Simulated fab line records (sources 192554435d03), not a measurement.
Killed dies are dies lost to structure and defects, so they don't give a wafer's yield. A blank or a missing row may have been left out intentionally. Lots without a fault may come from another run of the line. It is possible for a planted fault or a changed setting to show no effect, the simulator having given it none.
Which tool is to blame? | flow n5 finfet | 12 lots with 36 wafers sampled at 2 steps, on a route of 1938 steps

== WHAT EACH GAUGE READ, for each wafer ==
N5_BEOL_M4_THK_MEAS_01.
lot  | measured     | on            | M4_ILD_THK (nm)
L075 | day 7 21:53  | film metro-01 | 80.7 79.4 80.0
L077 | day 8 13:30  | film metro-01 | 78.7 78.8 79.4
L079 | day 9 12:32  | film metro-02 | 78.5 78.9 78.6
L081 | day 9 18:07  | film metro-02 | 77.7 76.6 78.8
L083 | day 9 22:41  | film metro-02 | 77.8 79.8 79.2
L085 | day 10 05:34 | film metro-02 | 78.8 80.4 79.8
L087 | day 10 22:19 | film metro-02 | 80.3 80.6 81.8
L089 | day 11 14:32 | film metro-01 | 77.6 79.3 81.0
L093 | day 12 02:06 | film metro-02 | 79.5 79.4 79.3
L094 | day 13 11:31 | film metro-01 | 79.5 80.5 80.8
L092 | day 13 14:32 | film metro-01 | 79.8 78.5 80.6
L097 | day 13 16:24 | film metro-01 | 80.0 80.5 82.0

== WHICH TOOL RAN EACH LOT (tool, then ch and the chambers of the sampled wafers, then the start) ==
lot  | N5_BEOL_M4_ILD_DEP_00
L075 | pecvd-03 ch 0,1, day 7 21:49
L077 | pecvd-04 ch 0,1, day 8 13:25
L079 | pecvd-01 ch 0,2, day 9 12:28
L081 | pecvd-01 ch 0,1,2, day 9 18:03
L083 | pecvd-01 ch 0,1, day 9 22:37
L085 | pecvd-04 ch 1,2, day 10 05:29
L087 | pecvd-03 ch 0,2, day 10 22:14
L089 | pecvd-01 ch 0,1,2, day 11 14:28
L093 | pecvd-03 ch 1, day 12 02:01
L094 | pecvd-04 ch 1,2, day 13 11:27
L092 | pecvd-01 ch 0,2, day 13 14:28
L097 | pecvd-04 ch 0,1,2, day 13 16:20
- N5_BEOL_M4_ILD_DEP_00: deposits SiOC from DEMS/O2, target thk 79 nm, time 15.3 s.

== THE ANSWER, worked out from the rows above alone ==
Rule: what is usual is taken from the lots themselves. Put in order of their means at a reading, lots are off if they are a third of the lots or fewer, leave a main group of 4 or more, and stand apart from it by a gap of 3 or more times the standard deviation of the main group's means; of several such gaps the widest counts. The tables above print the reading to a certain number of digits; a main group whose means all agree to those digits is not used. A lot without any number at a reading at which 4 lots or more have one is off too. The other lots that the step has rows for count as sound.
No lot is off on any of the readings shown, so nothing can be concluded from this.

== WHAT HAD BEEN PUT IN BY THE SIMULATOR ==
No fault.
